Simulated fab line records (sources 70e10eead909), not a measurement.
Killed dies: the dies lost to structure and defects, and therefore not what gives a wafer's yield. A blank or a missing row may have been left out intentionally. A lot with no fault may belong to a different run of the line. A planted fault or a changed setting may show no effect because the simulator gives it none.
A struck lot beside a sound one	flow nand-harc	25 out of 1302 route steps
Sound: wafers L136.1, L136.3, L136.6. Struck: wafers L150.2, L150.5, L150.6. At the end, the cause is stated.
Per side, at each step with rows, come the tool, then ch with its chambers, and then its first start. Under that, the readings that differ: sound wafers	struck wafers	difference of the means	sigmas: that difference in standard deviations of wafers without a fault.
alike: a reading whose means differ by less than 2 such deviations, as well as words and numbers matching on both sides. not compared: withheld readings; readings where some wafer has no value; bounds like >300 that might hide an equal value; numbers whose values overlap and for which the record gives no deviation.
The two part at a step that has a row with sigmas, a row that says differs or no value, or rows on one side only. Non-overlapping numbers with no deviation appear without sigmas and do not part them. A reading missing from all wafers of one side parts the sides only when that side holds two or more wafers.

NHARC_P_ZERO_WELL_CD_MEAS_37 targets a cd of 720 nm.
  sound on cd-sem-03 ch 0, day 3 06:11; struck on cd-sem-03 ch 0, day 9 02:56
  alike: cd-nm
then, 1 step without rows for these wafers: NHARC_P_ZERO_WELL_HARDBAKE_38 (time 80 s).
NHARC_P_ZERO_WELL_DESCUM_39: chemistry O2, time 3 s.
  sound on rie-diel-08 ch 2,3, day 3 06:22; struck on rie-diel-13 ch 0,2,3, day 9 03:07
  alike: drypump-motor-current-A, o2-flow-sccm, oes-product-au, rf-vpp-V, showerhead-plenum-p-Torr, throttle-valve-pct
  not compared: rf-hours-counter-h
then, 9 steps without rows for these wafers: NHARC_P_ZERO_WELL_IMPLANT_40; NHARC_P_ZERO_WELL_IMPLANT_59; NHARC_P_ZERO_WELL_IMPLANT_60; NHARC_P_ZERO_WELL_STRIP_41 (strips in SPM, time 840 s); NHARC_P_ZERO_WELL_DEHYDRATE_44 (time 120 s); NHARC_P_ZERO_WELL_HMDS_45 (time 30 s); NHARC_P_ZERO_WELL_COAT_46; NHARC_P_ZERO_WELL_SOFTBAKE_47 (time 95 s); NHARC_P_ZERO_WELL_EBR_48.
NHARC_P_ZERO_WELL_EXPOSE_49: exposes mask P HVPW, target cd 2000 nm.
  sound on krf-scanner-04 ch 0, day 3 07:32; struck on krf-scanner-02, day 9 04:18
  no value came back on the struck wafers for exposure-dose-mJ-cm2, focus-offset-nm (nm); on the sound wafers exposure-dose-mJ-cm2 reads 22.629 22.653 22.622
  alike: mask
then, 2 steps without rows for these wafers: NHARC_P_ZERO_WELL_PEB_50 (peb time 85 s); NHARC_P_ZERO_WELL_DEVELOP_51 (time 70 s).
NHARC_P_ZERO_WELL_CD_MEAS_52 targets a cd of 2000 nm.
  sound on cd-sem-02 ch 0, day 3 07:41; struck on cd-sem-01 ch 0, day 9 04:27
reading	sound	struck	difference	sigmas
cd-nm (nm)	2000.2 2001.5 1999.2	- - -	no value on the struck wafers	
then, 1 step without rows for these wafers: NHARC_P_ZERO_WELL_HARDBAKE_53 (time 80 s).
NHARC_P_ZERO_WELL_DESCUM_54: chemistry O2, time 3 s.
  sound on rie-diel-08 ch 0,1,3, day 3 07:51; struck on rie-diel-05 ch 0,1,2, day 9 04:55
reading	sound	struck	difference	sigmas
model.P_ZERO_WELL.cd-nm (nm)	2000 2001 1999	720.9 719.4 719.4	-1280.1	
  alike: drypump-motor-current-A, o2-flow-sccm, oes-product-au, rf-vpp-V, showerhead-plenum-p-Torr, throttle-valve-pct
  not compared: rf-hours-counter-h
then, 5 steps without rows for these wafers: NHARC_P_ZERO_WELL_IMPLANT_55; NHARC_P_ZERO_WELL_IMPLANT_61; NHARC_P_ZERO_WELL_STRIP_56 (strips in SPM, time 840 s); NHARC_P_ZERO_WELL_PRECLEAN_68 (cleans in SC1, time 60 s); NHARC_P_ZERO_WELL_SRD_69.
NHARC_P_ZERO_WELL_RTA_42: time 300 s.
  sound on rtp-anneal-02 ch 0, day 3 08:50; struck on rtp-anneal-02 ch 0, day 9 05:58
  alike: lamp-power-pct, lamp_zone_2_pct, lamp_zone_3_pct, wafer_temp_C_max
NHARC_P_ZERO_WELL_INSPECT_43:
  sound on defect-inspect-01 at day 3 09:31; struck on defect-inspect-01 at day 9 06:33
reading	sound	struck	difference	sigmas
raw-defect-count	23 31 19	1111 1102 1118	+1086	+99 or more

== WHERE THEY PART ==
At NHARC_P_ZERO_WELL_EXPOSE_49 first; at NHARC_P_ZERO_WELL_INSPECT_43 last (within this record only).

WHY: what had been put in by the simulator
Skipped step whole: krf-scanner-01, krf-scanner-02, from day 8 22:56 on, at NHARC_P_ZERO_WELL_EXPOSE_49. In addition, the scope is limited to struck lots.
